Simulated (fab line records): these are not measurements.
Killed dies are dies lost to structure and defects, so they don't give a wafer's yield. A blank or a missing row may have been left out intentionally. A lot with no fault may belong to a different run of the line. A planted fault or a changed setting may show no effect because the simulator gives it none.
Matching of chambers ; flow nand_harc ; 4 sister chambers for NHARC_P_BONDPAD_CMP_19 on cmp-01
The step polishes, t overpolish 30 s, cu recess touch 16 s, target thk 160.81 nm. 16 wafers are shown with their chamber, then 8 later ones without.

WAFERS, EACH WITH ITS CHAMBER
wafer;chamber;motor_current_A (A);overpolish_run_s (s)
L074.3;3;11.9;30.013
L074.4;1;12.6;30.006
L074.6;2;11.0;30.002
L076.2;0;11.9;29.998
L076.4;1;12.3;30.007
L076.5;1;11.9;30.001
L080.3;0;12.1;30.001
L080.5;1;11.7;30.015
L080.6;0;12.3;30.010
L083.2;0;12.6;30.006
L083.4;2;11.9;29.988
L083.6;0;12.6;29.991
L086.1;2;11.2;29.995
L086.2;3;11.6;29.995
L086.6;2;11.4;30.008
L087.2;3;11.9;30.002

SIGNATURES, as means of the wafers listed above
reading;chamber 0;chamber 1;chamber 2;chamber 3;scatter within a chamber
motor_current_A;12.300;12.125;11.375;11.800;0.339
overpolish_run_s;30.00120;30.00725;29.99825;30.00333;0.00766
Rule: a wafer lies at a distance from a chamber equal to the root of the sum of squares, over the readings, of (its reading less the chamber's mean, divided by the reading's scatter). The wafer belongs to the nearest chamber; if the next one is less than 2 further off, it can't be placed. The scatter: the root of (the sum of the squares of (reading less its chamber's mean) over the shown wafers, divided by (wafers less chambers)).

WAFERS WITH NO CHAMBER GIVEN
wafer;motor_current_A (A);overpolish_run_s (s)
L087.3;13.2;29.993
L087.6;11.5;30.002
L093.1;11.5;30.002
L093.2;11.7;30.007
L093.4;11.5;29.994
L096.4;11.7;29.991
L096.5;12.3;30.008
L096.6;11.6;30.010

THE CHAMBER EACH PASSED THROUGH
wafer;from the rows above;in truth
L087.3;can't be placed: 0 or 1 or 3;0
L087.6;can't be placed: 2 or 3 or 1 or 0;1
L093.1;can't be placed: 2 or 3 or 1 or 0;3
L093.2;can't be placed: 3 or 1 or 2 or 0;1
L093.4;can't be placed: 2 or 3 or 1 or 0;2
L096.4;can't be placed: 2 or 3 or 0 or 1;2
L096.5;can't be placed: 1 or 0 or 3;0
L096.6;can't be placed: 3 or 1 or 2 or 0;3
Placed correctly: 0 of 8. From these rows, 8 cannot be placed; in 8 the true chamber is one of the candidates. Wrongly placed: 0.
